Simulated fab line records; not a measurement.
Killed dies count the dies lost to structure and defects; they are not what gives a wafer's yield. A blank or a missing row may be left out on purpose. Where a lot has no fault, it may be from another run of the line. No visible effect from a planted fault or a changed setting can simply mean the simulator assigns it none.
Matching of chambers	flow n5_finfet	4 sister chambers for N5_BEOL_M12_DESCUM_33 on rie_diel-02
The step chemistry O2, time 7.9 s. 8 wafers are shown with their chamber, then 9 later ones without.

== WAFERS PAIRED WITH THEIR CHAMBERS ==
wafer	chamber	showerhead_plenum_p_Torr (Torr)	drypump_motor_current_A (A)
L079.4	3	1.98	6.4
L079.6	1	2.07	5.5
L075.1	3	1.98	6.4
L075.4	2	2.05	5.2
L075.5	0	2.22	6.1
L089.1	0	2.21	6.1
L089.3	2	2.04	5.2
L089.4	1	2.06	5.4

== WAFERS MISSING THEIR CHAMBER ==
wafer	showerhead_plenum_p_Torr (Torr)	drypump_motor_current_A (A)
L094.2	2.04	5.2
L094.3	2.06	5.5
L094.6	2.04	5.2
L090.1	2.04	5.2
L090.2	2.06	5.5
L090.6	2.04	5.2
L097.3	2.23	6.4
L097.5	2.05	5.5
L097.6	2.03	5.1

== THE CHAMBER EACH PASSED THROUGH ==
wafer	from the rows above	in truth
L094.2	2	2
L094.3	1	1
L094.6	2	2
L090.1	2	2
L090.2	1	1
L090.6	2	2
L097.3	0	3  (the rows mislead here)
L097.5	1	1
L097.6	2	2
Correct placement for 8 of the 9. Can't be placed from these rows: 0. 1 placed wrongly.
How it was worked out, from the rows above alone: a wafer's distance from a chamber is the root of the sum, over the readings, of the square of ((its reading less the chamber's mean) divided by the reading's scatter). The wafer belongs to the nearest chamber; if the next one is less than 2 further off, it can't be placed. Each chamber's mean is taken over the wafers shown for it. How the scatter is found: for the shown wafers, subtract from each reading the mean of its chamber, square and add these, divide the total by (wafers less chambers), then take the root.
